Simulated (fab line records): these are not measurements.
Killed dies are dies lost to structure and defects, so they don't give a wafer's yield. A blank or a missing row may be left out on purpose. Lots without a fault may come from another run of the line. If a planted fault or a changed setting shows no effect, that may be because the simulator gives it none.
Chamber matching :: flow n5_finfet :: 4 sister chambers for N5_BEOL_M0_SAQP_CUT_ETCH_46 on rie_diel-06
The step etches SOC in N2/H2, target depth 135 nm, overetch 27 nm, time 202.5 s. 8 wafers are shown with their chamber, then 8 later ones without.

== WAFERS PAIRED WITH THEIR CHAMBERS ==
wafer: L074.2
chamber: 2
drypump_motor_current_A (A): 5.35
throttle_valve_pct (%): 18.28

wafer: L078.1
chamber: 2
drypump_motor_current_A (A): 5.35
throttle_valve_pct (%): 18.31

wafer: L085.4
chamber: 1
drypump_motor_current_A (A): 5.65
throttle_valve_pct (%): 17.94

wafer: L087.6
chamber: 1
drypump_motor_current_A (A): 5.66
throttle_valve_pct (%): 17.93

wafer: L090.1
chamber: 0
drypump_motor_current_A (A): 5.57
throttle_valve_pct (%): 17.65

wafer: L090.2
chamber: 3
drypump_motor_current_A (A): 5.86
throttle_valve_pct (%): 17.67

wafer: L090.4
chamber: 0
drypump_motor_current_A (A): 5.58
throttle_valve_pct (%): 17.64

wafer: L091.4
chamber: 3
drypump_motor_current_A (A): 5.86
throttle_valve_pct (%): 17.65

== WAFERS WHOSE CHAMBER IS MISSING ==
wafer: L091.5
drypump_motor_current_A (A): 5.85
throttle_valve_pct (%): 17.69

wafer: L091.6
drypump_motor_current_A (A): 5.35
throttle_valve_pct (%): 17.82

wafer: L094.1
drypump_motor_current_A (A): 5.66
throttle_valve_pct (%): 17.97

wafer: L094.3
drypump_motor_current_A (A): 5.85
throttle_valve_pct (%): 17.66

wafer: L094.5
drypump_motor_current_A (A): 5.86
throttle_valve_pct (%): 17.66

wafer: L097.2
drypump_motor_current_A (A): 5.57
throttle_valve_pct (%): 17.66

wafer: L097.3
drypump_motor_current_A (A): 5.89
throttle_valve_pct (%): 17.67

wafer: L097.5
drypump_motor_current_A (A): 5.34
throttle_valve_pct (%): 17.84

== WHICH CHAMBER EACH WENT THROUGH ==
wafer: L091.5
from the rows above: 3
in truth: 3

wafer: L091.6
from the rows above: 2
in truth: 2

wafer: L094.1
from the rows above: 1
in truth: 1

wafer: L094.3
from the rows above: 3
in truth: 3

wafer: L094.5
from the rows above: 3
in truth: 3

wafer: L097.2
from the rows above: 0
in truth: 0

wafer: L097.3
from the rows above: 3
in truth: 3

wafer: L097.5
from the rows above: 2
in truth: 2
Placed correctly: 8 of 8. Not placeable from these rows: 0. Wrongly placed: 0.
How it was worked out, from the rows above alone: a wafer's distance from a chamber is the root of the sum, over the readings, of the square of ((its reading less the chamber's mean) divided by the reading's scatter). If the next closest chamber is less than 2 further off than the closest, the wafer can't be placed; otherwise it belongs to the closest. The mean given for a chamber averages the wafers shown for that chamber. The scatter: take each reading less its chamber's mean, square it, sum over the shown wafers, divide by the number of wafers less the number of chambers, and take the root.
